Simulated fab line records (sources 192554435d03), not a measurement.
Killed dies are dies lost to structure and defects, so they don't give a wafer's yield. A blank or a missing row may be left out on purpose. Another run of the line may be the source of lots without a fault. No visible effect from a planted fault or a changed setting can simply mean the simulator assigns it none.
Matching of chambers / flow n5_finfet / N5_FIN_CUT_ETCH_20 on rie_diel-02 has 4 sister chambers
The step etches SiARC in CF4, target depth 26 nm, time 43.3 s. 14 wafers are shown with their chamber, then 7 later ones without.

== WAFERS WITH THEIR CHAMBER ==
wafer=L079.2; chamber=3; etch_rf_on_time_s (s)=42.2; throttle_valve_pct (%)=15.84; showerhead_plenum_p_Torr (Torr)=2.02
wafer=L079.3; chamber=0; etch_rf_on_time_s (s)=45.1; throttle_valve_pct (%)=15.95; showerhead_plenum_p_Torr (Torr)=2.23
wafer=L079.5; chamber=3; etch_rf_on_time_s (s)=42.2; throttle_valve_pct (%)=15.82; showerhead_plenum_p_Torr (Torr)=2.02
wafer=L080.1; chamber=1; etch_rf_on_time_s (s)=44.4; throttle_valve_pct (%)=15.78; showerhead_plenum_p_Torr (Torr)=2.21
wafer=L080.3; chamber=2; etch_rf_on_time_s (s)=44.9; throttle_valve_pct (%)=15.54; showerhead_plenum_p_Torr (Torr)=2.13
wafer=L080.4; chamber=2; etch_rf_on_time_s (s)=44.6; throttle_valve_pct (%)=15.55; showerhead_plenum_p_Torr (Torr)=2.13
wafer=L081.1; chamber=2; etch_rf_on_time_s (s)=45.3; throttle_valve_pct (%)=15.55; showerhead_plenum_p_Torr (Torr)=2.13
wafer=L081.4; chamber=1; etch_rf_on_time_s (s)=44.9; throttle_valve_pct (%)=15.77; showerhead_plenum_p_Torr (Torr)=2.21
wafer=L081.6; chamber=0; etch_rf_on_time_s (s)=45.3; throttle_valve_pct (%)=15.95; showerhead_plenum_p_Torr (Torr)=2.23
wafer=L086.1; chamber=2; etch_rf_on_time_s (s)=44.8; throttle_valve_pct (%)=15.57; showerhead_plenum_p_Torr (Torr)=2.13
wafer=L086.4; chamber=3; etch_rf_on_time_s (s)=42.1; throttle_valve_pct (%)=15.35; showerhead_plenum_p_Torr (Torr)=2.27
wafer=L086.5; chamber=2; etch_rf_on_time_s (s)=45.1; throttle_valve_pct (%)=15.56; showerhead_plenum_p_Torr (Torr)=2.13
wafer=L090.1; chamber=0; etch_rf_on_time_s (s)=44.6; throttle_valve_pct (%)=15.97; showerhead_plenum_p_Torr (Torr)=2.22
wafer=L090.3; chamber=1; etch_rf_on_time_s (s)=45.2; throttle_valve_pct (%)=15.79; showerhead_plenum_p_Torr (Torr)=2.20

SIGNATURES, as means of the wafers listed above
reading=etch_rf_on_time_s; chamber 0=45.000; chamber 1=44.833; chamber 2=44.940; chamber 3=42.167; scatter within a chamber=0.298
reading=throttle_valve_pct; chamber 0=15.9567; chamber 1=15.7800; chamber 2=15.5540; chamber 3=15.6700; scatter within a chamber=0.124
reading=showerhead_plenum_p_Torr; chamber 0=2.2267; chamber 1=2.2067; chamber 2=2.1300; chamber 3=2.1033; scatter within a chamber=0.0647
Rule: for each reading, subtract the chamber's mean from the wafer's reading, divide by that reading's scatter and square the result; add these up over the readings and take the root, which gives the wafer's distance from the chamber. If the next closest chamber is less than 2 further off than the closest, the wafer can't be placed; otherwise it belongs to the closest. How the scatter is found: for the shown wafers, subtract from each reading the mean of its chamber, square and add these, divide the total by (wafers less chambers), then take the root.

== WAFERS MISSING THEIR CHAMBER ==
wafer=L090.6; etch_rf_on_time_s (s)=44.8; throttle_valve_pct (%)=15.81; showerhead_plenum_p_Torr (Torr)=2.21
wafer=L092.2; etch_rf_on_time_s (s)=44.4; throttle_valve_pct (%)=15.59; showerhead_plenum_p_Torr (Torr)=2.13
wafer=L092.3; etch_rf_on_time_s (s)=44.4; throttle_valve_pct (%)=15.80; showerhead_plenum_p_Torr (Torr)=2.20
wafer=L092.6; etch_rf_on_time_s (s)=44.4; throttle_valve_pct (%)=15.97; showerhead_plenum_p_Torr (Torr)=2.22
wafer=L093.1; etch_rf_on_time_s (s)=44.7; throttle_valve_pct (%)=16.00; showerhead_plenum_p_Torr (Torr)=2.22
wafer=L093.3; etch_rf_on_time_s (s)=44.4; throttle_valve_pct (%)=15.59; showerhead_plenum_p_Torr (Torr)=2.13
wafer=L093.5; etch_rf_on_time_s (s)=44.4; throttle_valve_pct (%)=15.58; showerhead_plenum_p_Torr (Torr)=2.13

== CHAMBER TAKEN BY EACH ==
wafer=L090.6; from the rows above=can't be placed: 1 or 0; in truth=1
wafer=L092.2; from the rows above=can't be placed: 2 or 1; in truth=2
wafer=L092.3; from the rows above=can't be placed: 1 or 0 or 2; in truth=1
wafer=L092.6; from the rows above=can't be placed: 0 or 1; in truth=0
wafer=L093.1; from the rows above=can't be placed: 0 or 1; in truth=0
wafer=L093.3; from the rows above=can't be placed: 2 or 1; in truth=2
wafer=L093.5; from the rows above=can't be placed: 2 or 1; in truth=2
0 of 7 placed correctly. Not placeable from these rows: 7 (in 7, the candidates include the true chamber). Placed wrongly: 0.
